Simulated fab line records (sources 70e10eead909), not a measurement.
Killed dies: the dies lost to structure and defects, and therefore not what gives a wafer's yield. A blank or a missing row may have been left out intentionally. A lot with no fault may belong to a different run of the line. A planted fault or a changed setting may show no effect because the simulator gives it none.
fab line records -- flow nandHarc
record: lots: 13, wafers: 39, lastDay: 25
route steps=1159 shown A_CONTACT@914 THIN_TSV@1125 END@1159
lots that met no fault: from a run of the same line without faults
startH: hours from the record's first day to the start of the lot's first wafer shown -- waitH: hours from the lot's prior step to this one -- " repeats the value in the row above -- L1.1+2: several wafers, shown together as one row -- - no value present, or no start provided -- * or withheld: withheld -- < > ~ a bound
route shown NAME@n: NAME is a module with steps in the file, n the number in the route of the first one -- usual: mean and standard deviation over wafers with no fault -- same: alike in all rows -- chamber/n: place in a boat -- sites: readings site by site -- _std_site: standard deviation across them -- _edge_site: inner sites' mean taken away from outer sites' mean -- radiusMm: for every site, how far away it sits from the centre of the wafer -- mask NAME#n: copy n -- behind: the most recent tool/chamber to have shaped the wafer -- hold: the reason the lot was held/the length of the hold in hours/how it ended -- device: transistor that didn't switch, given as n, p or np -- end of line: tests run on the same wafers once the route is complete -- for a step that has no rows: nothing shown but its recipe -- killed: not the wafer's yield, but the dies lost to structure and defects at the first sort -- map: the dies of a wafer, with x for killed, . for not killed, _ for no die there
set.NAME: the setting the step ran with; set.NAME@STEP: the setting that earlier step ran with -- model.NAME: the simulator's own value behind a step, which no gauge read
steps of the route over a sample of lots; a table a step, a row a wafer
services: the hour from which a tool's chamber was out of use, counted from the record's first day as startH (under 0 if before that day), plus the number of hours and why
== steps ==
step: NHARC_A_CONTACT_ETCH_91
recipe: targetDepthA: 400, overEtchFrac: 0.5, timeS: 85.7, ionEnergyEv: 120, ch3fFlowSccm: 50, o2FlowSccm: 30, arFlowSccm: 200, rfW: 500, biasW: 100, chemistry: CH3F/O2
usual: biasW: 100.0/0.31, drypumpMotorCurrentA: 5.8/0.45, oesProductAu: 0.930/0.025, rfVppV: 243.9/1.8, showerheadPlenumPTorr: 2.42/0.12, throttleValvePct: 20.662/0.009
lot.wafer,tool,chamber,startH,waitH,biasW,drypumpMotorCurrentA,oesProductAu,rfHoursCounterH,rfVppV,showerheadPlenumPTorr,throttleValvePct
L100.2,rieDiel-03,2,382.94,0.5,99.9,5.8,0.922,29,245.5,2.47,20.654
L100.4,rieDiel-03,1,382.94,0.5,100.1,5.4,0.917,28,245.5,2.62,20.664
L100.6,rieDiel-03,3,382.94,0.5,100.6,6.5,0.928,-,243.6,2.34,20.655
L104.3,rieDiel-03,0,387.36,0.5,100.5,5.9,0.926,30,243.6,2.39,20.667
L104.6,rieDiel-03,3,387.36,0.5,100.0,6.5,0.928,-,241.0,2.34,20.667
L104.5,rieDiel-03,0,387.36,0.5,99.8,5.9,0.926,-,243.2,2.39,20.672
L101.4,rieDiel-13,0,388.00,0.5,99.5,6.2,0.937,34,241.8,2.32,20.661
L101.5,rieDiel-13,3,388.00,0.5,100.3,6.2,0.921,-,246.4,2.62,20.667
L101.6,rieDiel-13,0,388.00,0.5,99.8,6.2,0.932,-,243.5,2.32,20.636
L102.1,rieDiel-08,0,393.79,0.6,100.0,5.4,0.920,28,243.2,2.34,20.674
L102.4,rieDiel-08,3,393.79,0.6,100.0,5.4,0.947,32,241.8,2.28,20.662
L102.6,rieDiel-08,0,393.79,0.6,99.8,5.4,0.934,-,242.1,2.34,20.664
L103.3,rieDiel-03,0,406.25,0.5,100.2,5.9,0.924,1,242.6,2.39,20.667
L103.5,rieDiel-03,2,406.25,0.5,100.3,5.8,0.934,-,244.4,2.47,20.653
L103.6,rieDiel-03,3,406.25,0.5,99.5,6.5,0.927,-,241.4,2.34,20.656
L108.3,rieDiel-03,0,429.33,0.4,99.8,5.9,0.918,3,243.2,2.39,20.676
L108.4,rieDiel-03,2,429.33,0.4,100.0,5.8,0.931,4,243.9,2.47,20.667
L108.5,rieDiel-03,3,429.33,0.4,100.0,6.5,0.923,-,241.7,2.34,20.655
L106.2,rieDiel-13,2,434.80,0.5,100.1,5.0,0.912,60,243.3,2.39,20.667
L106.3,rieDiel-13,0,434.80,0.5,100.3,6.2,0.942,51,242.1,2.31,20.671
L106.1,rieDiel-13,1,434.80,0.5,100.4,6.0,0.927,60,242.7,2.38,20.656
L109.2,rieDiel-13,2,446.05,0.5,100.0,5.0,0.893,64,244.7,2.39,20.666
L109.3,rieDiel-13,1,446.05,0.5,100.2,6.0,0.919,64,243.3,2.37,20.674
L109.5,rieDiel-13,2,446.05,0.5,99.9,5.0,0.904,-,243.8,2.39,20.661
L117.3,rieDiel-03,3,482.88,0.4,99.7,6.5,0.928,16,242.8,2.33,20.666
L117.2,rieDiel-03,1,482.88,0.4,100.3,5.4,0.925,16,246.7,2.61,20.652
L117.5,rieDiel-03,2,482.88,0.4,100.1,5.8,0.919,-,243.5,2.46,20.670
L118.3,rieDiel-03,3,489.02,0.4,100.4,6.5,0.923,17,243.1,2.33,20.670
L118.5,rieDiel-03,1,489.02,0.4,99.8,5.4,0.934,-,244.6,2.61,20.661
L118.6,rieDiel-03,2,489.02,0.4,99.6,5.8,0.924,-,245.3,2.46,20.673
L119.4,rieDiel-08,1,503.28,0.4,100.1,6.0,1.031,7,246.5,2.66,20.676
L119.2,rieDiel-08,2,503.28,0.4,99.8,5.0,0.998,7,242.0,2.31,20.659
L119.5,rieDiel-08,1,503.28,0.4,100.3,6.0,1.029,-,246.4,2.66,20.664
L121.1,rieDiel-13,3,523.67,0.5,99.9,6.1,0.886,23,245.8,2.60,20.662
L121.3,rieDiel-13,1,523.67,0.5,100.1,6.0,0.940,21,243.6,2.36,20.671
L121.5,rieDiel-13,3,523.67,0.5,99.8,6.2,0.891,-,245.5,2.60,20.662
L122.3,rieDiel-13,1,525.45,0.4,100.6,6.0,0.926,22,243.4,2.36,20.669
L122.5,rieDiel-13,1,525.45,0.4,100.5,6.0,0.934,-,243.3,2.36,20.663
L122.6,rieDiel-13,2,525.45,0.4,100.3,5.0,0.937,-,242.7,2.38,20.658
step: NHARC_THIN_TSV_ETCHBACK_48
recipe: targetDepthA: 10285, overEtchFrac: 0.3, timeS: 405.17, ionEnergyEv: 250, c4f8FlowSccm: withheld, arFlowSccm: withheld, rfW: 600, biasW: 300, chemistry: C4F8/Ar
usual: biasW: 300.0/1, oesProductAu: 0.94/0.03, rfVppV: 546/3
lot.wafer,tool,chamber,startH,waitH,biasW,oesProductAu,rfHoursCounterH,rfVppV
L100.4,rieDiel-07,3,433.96,-,298.6,1.00,1,544
L100.2,rieDiel-07,0,433.96,-,300.4,0.99,2,549
L100.6,rieDiel-07,3,433.96,-,300.2,1.01,-,544
L104.3,rieDiel-01,1,435.26,-,301.5,0.95,13,550
L104.5,rieDiel-01,1,435.26,-,300.9,0.96,-,550
L104.6,rieDiel-01,2,435.26,-,300.3,0.99,-,547
L101.6,rieDiel-11,3,436.78,-,300.2,0.93,-,545
L101.5,rieDiel-11,1,436.78,-,299.5,0.91,-,550
L101.4,rieDiel-11,2,436.78,-,299.1,0.92,-,542
L102.1,rieDiel-01,2,437.61,-,299.9,0.93,14,545
L102.4,rieDiel-01,0,437.61,-,299.7,0.91,12,549
L102.6,rieDiel-01,1,437.61,-,299.7,0.92,-,550
L103.3,rieDiel-01,1,452.50,-,298.7,0.91,16,548
L103.5,rieDiel-01,2,452.50,-,301.0,0.92,-,546
L103.6,rieDiel-01,1,452.50,-,299.3,0.91,-,549
L108.4,rieDiel-07,3,482.06,-,299.0,1.01,4,544
L108.3,rieDiel-07,1,482.06,-,298.1,0.99,4,547
L108.5,rieDiel-07,3,482.06,-,301.2,1.01,-,544
L106.3,rieDiel-01,1,485.41,-,300.6,0.91,20,550
L106.1,rieDiel-01,2,485.41,-,299.1,0.93,21,546
L106.2,rieDiel-01,0,485.41,-,299.3,0.91,16,549
L109.3,rieDiel-07,3,491.75,-,300.3,0.95,5,545
L109.2,rieDiel-07,1,491.75,-,299.7,0.94,5,546
L109.5,rieDiel-07,3,491.75,-,299.6,0.94,-,544
L117.3,rieDiel-07,1,538.72,-,299.6,0.93,8,547
L117.2,rieDiel-07,2,538.72,-,298.7,0.91,7,543
L117.5,rieDiel-07,1,538.72,-,301.2,0.93,-,547
L118.3,rieDiel-01,1,547.60,-,299.4,0.91,4,549
L118.5,rieDiel-01,2,547.60,-,301.1,0.93,-,546
L118.6,rieDiel-01,3,547.60,-,298.8,0.93,-,541
L119.4,rieDiel-07,2,551.37,-,298.9,0.92,8,542
L119.2,rieDiel-07,0,551.37,-,299.7,0.93,9,550
L119.5,rieDiel-07,2,551.37,-,300.2,0.92,-,544
L121.1,rieDiel-07,0,569.66,-,300.9,0.91,9,550
L121.3,rieDiel-07,1,569.66,-,301.1,0.91,10,547
L121.5,rieDiel-07,0,569.66,-,299.5,0.93,-,549
L122.3,rieDiel-01,0,575.97,-,298.2,0.91,7,548
L122.5,rieDiel-01,3,575.97,-,300.4,0.92,-,544
L122.6,rieDiel-01,0,575.97,-,299.5,0.91,-,549
step: NHARC_THIN_TSV_DEGAS_49
recipe: tempC: 300, timeS: 120
usual: heaterPowerW: 484/34
lot.wafer,tool,chamber,startH,waitH,heaterPowerW
L100.2,pvdSputter-03,-,434.51,0.1,482
L100.4,pvdSputter-03,-,434.51,0.1,533
L100.6,pvdSputter-03,-,434.51,0.1,517
L104.3,pvdSputter-03,-,435.85,0.1,460
L104.6,pvdSputter-03,-,435.85,0.1,451
L104.5,pvdSputter-03,-,435.85,0.1,555
L101.4,pvdSputter-01,-,437.24,0.1,480
L101.5,pvdSputter-01,-,437.24,0.1,490
L101.6,pvdSputter-01,-,437.24,0.1,478
L102.1,pvdSputter-03,-,438.13,0.2,527
L102.4,pvdSputter-03,-,438.13,0.2,460
L102.6,pvdSputter-03,-,438.13,0.2,526
L103.3,pvdSputter-01,-,453.02,0.1,478
L103.5,pvdSputter-01,-,453.02,0.1,484
L103.6,pvdSputter-01,-,453.02,0.1,479
L108.4,pvdSputter-03,-,482.59,0.1,523
L108.3,pvdSputter-03,-,482.59,0.1,552
L108.5,pvdSputter-03,-,482.59,0.1,513
L106.2,pvdSputter-02,-,485.94,0.1,463
L106.3,pvdSputter-02,-,485.94,0.1,518
L106.1,pvdSputter-02,-,485.94,0.1,442
L109.2,pvdSputter-01,-,492.26,0.1,484
L109.3,pvdSputter-01,-,492.26,0.1,473
L109.5,pvdSputter-01,-,492.26,0.1,460
L117.3,pvdSputter-03,-,539.47,0.1,527
L117.2,pvdSputter-03,-,539.47,0.1,494
L117.5,pvdSputter-03,-,539.47,0.1,505
L118.3,pvdSputter-03,-,548.04,0.1,516
L118.5,pvdSputter-03,-,548.04,0.1,528
L118.6,pvdSputter-03,-,548.04,0.1,503
L119.2,pvdSputter-02,-,551.90,0.1,405
L119.4,pvdSputter-02,-,551.90,0.1,461
L119.5,pvdSputter-02,-,551.90,0.1,413
L121.3,pvdSputter-01,-,570.17,0.1,500
L121.1,pvdSputter-01,-,570.17,0.1,490
L121.5,pvdSputter-01,-,570.17,0.1,495
L122.3,pvdSputter-01,-,576.47,0.1,458
L122.6,pvdSputter-01,-,576.47,0.1,499
L122.5,pvdSputter-01,-,576.47,0.1,468
step: NHARC_THIN_TSV_CD_MEAS_33
recipe: targetCdNm: 5000, landingEnergyEv: 500
usual: cdNm: 4999.1/2.3
lot.wafer,tool,chamber,startH,waitH,cdNm
L100.2,cdSem-03,0,437.69,-,5002.3
L100.4,cdSem-03,0,437.69,-,5001.6
L100.6,cdSem-03,0,437.69,-,5000.2
L104.3,cdSem-01,0,439.09,-,4994.8
L104.5,cdSem-01,0,439.09,-,4997.5
L104.6,cdSem-01,0,439.09,-,5000.9
L101.4,cdSem-01,0,440.38,-,5000.6
L101.5,cdSem-01,0,440.38,-,5001.3
L101.6,cdSem-01,0,440.38,-,4996.5
L102.1,cdSem-01,0,441.47,-,4997.3
L102.4,cdSem-01,0,441.47,-,5003.2
L102.6,cdSem-01,0,441.47,-,5000.5
L103.3,cdSem-01,0,456.37,-,4998.1
L103.5,cdSem-01,0,456.37,-,4997.3
L103.6,cdSem-01,0,456.37,-,4997.5
L108.3,cdSem-03,0,485.73,-,5000.2
L108.4,cdSem-03,0,485.73,-,4999.0
L108.5,cdSem-03,0,485.73,-,4998.9
L106.1,cdSem-03,0,489.16,-,4995.8
L106.2,cdSem-03,0,489.16,-,4996.8
L106.3,cdSem-03,0,489.16,-,4999.5
L109.2,cdSem-01,0,495.65,-,4993.8
L109.3,cdSem-01,0,495.65,-,4995.4
L109.5,cdSem-01,0,495.65,-,4998.8
L117.2,cdSem-03,0,542.63,-,4999.2
L117.3,cdSem-03,0,542.63,-,4997.8
L117.5,cdSem-03,0,542.63,-,5003.3
L118.3,cdSem-03,0,551.14,-,5001.2
L118.5,cdSem-03,0,551.14,-,4998.8
L118.6,cdSem-03,0,551.14,-,5002.8
L119.2,cdSem-03,0,555.02,-,4996.1
L119.4,cdSem-03,0,555.02,-,4997.1
L119.5,cdSem-03,0,555.02,-,5001.2
L121.1,cdSem-01,0,573.29,-,4994.3
L121.3,cdSem-01,0,573.29,-,5000.5
L121.5,cdSem-01,0,573.29,-,4998.7
L122.3,cdSem-03,0,580.07,-,5001.8
L122.5,cdSem-03,0,580.07,-,5000.8
L122.6,cdSem-03,0,580.07,-,4998.1
step: NHARC_END_SORT_01
recipe: tempC: 25
usual: killedAtArray: 27/11, killedAtOther: 0.7/1.1, killedAtPeriphery: 3.6/2.4, killedDies: 32/11, killedOpen: 3.3/1.8, killedShort: 2.1/1.5
same: grossDies: 677
lot.wafer,tool,chamber,startH,waitH,killedAtArray,killedAtOther,killedAtPeriphery,killedDies,killedOpen,killedShort
L108.3,prober-01,0,496.04,3.1,20,1,5,26,2,2
L108.5,prober-01,0,497.61,3.7,29,0,4,33,3,4
L117.2,prober-01,0,552.99,2.8,16,0,4,20,5,1
L117.3,prober-01,0,553.79,3.1,94,0,0,94,2,2
L117.5,prober-01,0,555.38,3.7,10,2,8,20,4,1
L118.3,prober-01,0,561.81,3.1,104,1,2,107,0,1
L118.5,prober-01,0,563.41,3.7,33,2,3,38,3,1
L118.6,prober-01,0,564.21,4.0,17,0,3,20,1,1
killed by level:class
L108.3 A_SLIT:chamberFilmFlake=8 A_STAIRCASE:chamberFilmFlake=3 A_CONTACT:chamberFilmFlake=3 P_STI:chamberFilmFlake=2 A_CHANNEL_HOLE_D1:chamberFilmFlake=2 A_CHANNEL_FILL_D1:geometricParticle:short=1 A_CONTACT:geometricParticle:open=1 A_M0:geometricParticle:open=1
L108.5 A_SLIT:chamberFilmFlake=9 A_CONTACT:chamberFilmFlake=7 A_ONON_D1:geometricParticle:short=3 A_CHANNEL_HOLE_D1:chamberFilmFlake=2 A_CHANNEL_FILL_D1:chamberFilmFlake=2 A_STAIRCASE:chamberFilmFlake=2 P_M0:geometricParticle:open=1 A_SOURCE_PLATE:geometricParticle:open=1
L117.2 A_CHANNEL_HOLE_D1:chamberFilmFlake=5 A_ZERO_WELL:chamberFilmFlake=3 A_CONTACT:chamberFilmFlake=3 A_STAIRCASE:chamberFilmFlake=2 P_GATE:geometricParticle:open=1 P_M0:geometricParticle:open=1 P_M1:geometricParticle:open=1 A_CHANNEL_HOLE_D1:geometricParticle:open=1
L117.3 A_CONTACT:unspecified=80 A_CHANNEL_HOLE_D1:chamberFilmFlake=4 A_STAIRCASE:chamberFilmFlake=4 A_ONON_D1:geometricParticle:short=1 A_CHANNEL_FILL_D1:geometricParticle:short=1 A_CHANNEL_FILL_D1:geometricParticle:open=1 A_WL_FILL:geometricParticle:open=1 A_ZERO_WELL:chamberFilmFlake=1
L117.5 A_CONTACT:chamberFilmFlake=6 P_M0:geometricParticle:open=4 A_STAIRCASE:chamberFilmFlake=2 THIN_TSV:chamberFilmFlake=2 P_M0:geometricParticle:short=1 P_ZERO_WELL:chamberFilmFlake=1 P_M0:chamberFilmFlake=1 P_M1:chamberFilmFlake=1
L118.3 A_CONTACT:unspecified=78 A_SLIT:chamberFilmFlake=13 A_CHANNEL_HOLE_D1:chamberFilmFlake=7 A_CONTACT:chamberFilmFlake=5 A_CHANNEL_FILL_D1:geometricParticle:short=1 P_STI:chamberFilmFlake=1 P_GATE:chamberFilmFlake=1 HYBRID_BOND:latent=1
L118.5 A_SLIT:chamberFilmFlake=13 A_CONTACT:chamberFilmFlake=8 A_CHANNEL_HOLE_D1:chamberFilmFlake=6 P_STI:chamberFilmFlake=3 A_STAIRCASE:chamberFilmFlake=3 A_CONTACT:geometricParticle:open=2 A_ONON_D1:geometricParticle:short=1 STARTING-WAFER:geometricParticle:open=1
L118.6 A_SLIT:chamberFilmFlake=7 A_CHANNEL_HOLE_D1:chamberFilmFlake=4 P_STI:chamberFilmFlake=2 A_CONTACT:chamberFilmFlake=2 A_ONON_D1:geometricParticle:short=1 A_CONTACT:geometricParticle:open=1 P_GATE:chamberFilmFlake=1 A_STAIRCASE:chamberFilmFlake=1
== services ==
tool,chamber,startH,hours,kind
pvdSputter-02,-,392.07,10.0,pm
rieDiel-03,-,392.31,9.0,pm
rieDiel-07,-,405.20,9.0,pm
rieDiel-01,0,417.19,1.7,repair
pvdSputter-02,-,425.47,38.2,repair
rieDiel-03,0,443.50,13.9,repair
rieDiel-01,0,443.66,13.7,repair
rieDiel-07,-,450.29,0.4,repair
rieDiel-13,-,453.05,9.0,pm
rieDiel-03,3,454.87,3.4,repair
rieDiel-01,1,457.88,3.1,repair
rieDiel-08,-,478.98,9.0,pm
rieDiel-13,3,489.67,2.4,repair
rieDiel-01,-,491.80,9.0,pm
rieDiel-07,2,492.87,3.4,repair
pvdSputter-03,-,498.34,10.0,pm
pvdSputter-01,-,514.00,10.0,pm
rieDiel-13,0,525.76,2.4,repair
pvdSputter-02,-,533.30,3.0,repair
rieDiel-13,1,545.22,10.3,repair
rieDiel-08,-,553.78,0.3,repair
rieDiel-07,3,558.34,3.8,repair
rieDiel-03,-,569.31,9.0,pm
pvdSputter-02,-,570.07,10.0,pm
== key ==
firstSign: step: NHARC_END_SORT_01, reading: killedAtArray, direction: up, sigmas: 6.6, usual: 27, struck: 99
effect: step: NHARC_END_SORT_01, reading: killedDies, direction: up, sigmas: 6.3, usual: 32, struck: 100
moreKillsBornAt: NHARC_A_CONTACT_ETCH_91@rieDiel-03: 158
metAt NHARC_A_CONTACT_ETCH_91
struckLots L117,L118
struckWafers L117.3,L118.3
testerLeftOut L117,L118
notActingAt NHARC_THIN_TSV_ETCHBACK_48,NHARC_THIN_TSV_DEGAS_49,NHARC_THIN_TSV_CD_MEAS_33
onsetBetween 429.33 482.88
fault: kind: chamberParticleSource, tool: rieDiel-03, chamber: 3, onsetH: 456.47, steps: NHARC_A_CONTACT_ETCH_91, ratePerVisitCm2: 0.52669, endH: 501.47
testerLeftOut: of these lots the tester's yield and bins aren't shown, on N5 and GAA mostly nor the transistor test; their killed dies are dies lost to structure and defects alone, not to doping, threshold or leakage, so they don't give the yield
